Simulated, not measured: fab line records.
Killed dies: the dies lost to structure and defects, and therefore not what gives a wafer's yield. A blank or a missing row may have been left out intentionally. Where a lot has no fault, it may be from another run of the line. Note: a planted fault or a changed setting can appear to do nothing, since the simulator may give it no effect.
Matching of chambers | flow n5_finfet | N5_BEOL_M14_DESCUM_33 on rie_diel-04 has 4 sister chambers
The step chemistry O2, time 7.9 s. 4 wafers are shown with their chamber, then 12 later ones without.

## EACH WAFER AND ITS CHAMBER
wafer  | chamber | showerhead_plenum_p_Torr (Torr)
L086.5 | 1       | 2.01
L086.6 | 2       | 2.04
L087.2 | 0       | 2.20
L087.6 | 3       | 2.13

## WAFERS MISSING THEIR CHAMBER
wafer  | showerhead_plenum_p_Torr (Torr)
L092.1 | 2.03
L092.2 | 2.20
L092.5 | 2.01
L094.1 | 2.20
L094.5 | 2.00
L094.6 | 2.03
L082.1 | 2.03
L082.3 | 2.20
L082.6 | 2.03
L093.1 | 2.00
L093.4 | 2.12
L093.5 | 2.00

## THE CHAMBER EACH PASSED THROUGH
wafer  | from the rows above     | in truth
L092.1 | can't be placed: 2 or 1 | 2
L092.2 | 0                       | 0
L092.5 | 1                       | 1
L094.1 | 0                       | 0
L094.5 | 1                       | 1
L094.6 | can't be placed: 2 or 1 | 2
L082.1 | can't be placed: 2 or 1 | 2
L082.3 | 0                       | 0
L082.6 | can't be placed: 2 or 1 | 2
L093.1 | 1                       | 1
L093.4 | 3                       | 3
L093.5 | 1                       | 1
Placed correctly: 8 of 12. Unplaceable from these rows: 4, with the true chamber sitting among the candidates in 4. 0 placed wrongly.
How it was worked out, from the rows above alone: a wafer's distance from a chamber is the root of the sum, over the readings, of the square of ((its reading less the chamber's mean) divided by the reading's scatter). The wafer belongs to the nearest chamber; if the next one is less than 2 further off, it can't be placed. For every chamber, the mean is computed from those of its wafers that are shown. The scatter (one wafer shown for each chamber): square how far every hidden wafer sits from the nearest shown wafer, average those squares and take the square root.
